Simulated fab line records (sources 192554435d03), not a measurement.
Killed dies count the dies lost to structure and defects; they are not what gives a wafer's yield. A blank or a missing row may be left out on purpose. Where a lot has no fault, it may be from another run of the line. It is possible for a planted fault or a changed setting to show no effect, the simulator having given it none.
The same fault as seen by 2 desks ; flow n5_finfet ; numbers are kept per desk, each desk with only its own; the story behind them comes last

== AT THE TOOL OWNER'S DESK: pecvd-03 ==
The tool's own readings at N5_BEOL_M0_SAQP_PECVD_00 (deposits SiCN from 3MS/NH3, target thk 8 nm, time 14 s): means of the sampled wafers that have a number, for each lot that ran on this tool. The brackets show how far a lot's mean lies from the usual mean; more than 4 standard deviations puts the lot out of limits, marked OUT.
Columns: A = showerhead_plenum_p_Torr at N5_BEOL_M0_SAQP_PECVD_00, usual 3.666 Torr; B = throttle_valve_pct at N5_BEOL_M0_SAQP_PECVD_00, usual 9.1 %
lot;first seen here;A;B
L711;day 7 21:08;3.661;8.9
L716;day 9 09:25;3.662;8.9
L718;day 9 20:35;3.660;9.0
L721;day 10 08:20;3.661;8.8
This desk found nothing out of limits on any of the 4 lots.

== THE METROLOGY DESK ==
Means of the sampled wafers that have a number, per lot and without regard to the tool the lot ran on: this is what the gauges read. The brackets show how far a lot's mean lies from the usual mean; more than 4 standard deviations puts the lot out of limits, marked OUT. Only the readings that lie furthest out on some lot appear, 7 of the 10 it has.
Columns: A = DIBL_P at N5_BEOL_M4_RC_MEAS_101, usual 36.1 mV/V; B = IOFF_N at N5_BEOL_M4_RC_MEAS_101, usual 0.161 nA/um; C = IOFF_P at N5_BEOL_M4_RC_MEAS_101, usual 0.209 nA/um; D = ION_N at N5_BEOL_M4_RC_MEAS_101, usual 676 uA/um; E = ION_P at N5_BEOL_M4_RC_MEAS_101, usual 462 uA/um; F = SS_N at N5_BEOL_M4_RC_MEAS_101, usual 71.5 mV/dec; G = VT_N at N5_BEOL_M4_RC_MEAS_101, usual 249.1 mV
lot;first seen here;A;B;C;D;E;F;G
L711;day 10 10:19;36.2;0.166;0.201;677;458;71.6;248.6
L716;day 11 09:20;35.6;0.158;0.199;673;462;71.4;250.1
L718;day 12 04:51;39.2;0.195;0.234;692;471;72.0;245.8
L721;day 12 14:52;37.2;0.182;0.220;688;464;72.0;247.7
L723;day 13 06:36;36.8;0.170;0.216;677;459;72.0;247.6
This desk found nothing out of limits on any of the 5 lots.

== BROUGHT TOGETHER ==
The desk of the tool owner found nothing out of limits.
From the metrology desk's view, nothing was out of limits.

== WHAT THE SIMULATOR HAD INSERTED ==
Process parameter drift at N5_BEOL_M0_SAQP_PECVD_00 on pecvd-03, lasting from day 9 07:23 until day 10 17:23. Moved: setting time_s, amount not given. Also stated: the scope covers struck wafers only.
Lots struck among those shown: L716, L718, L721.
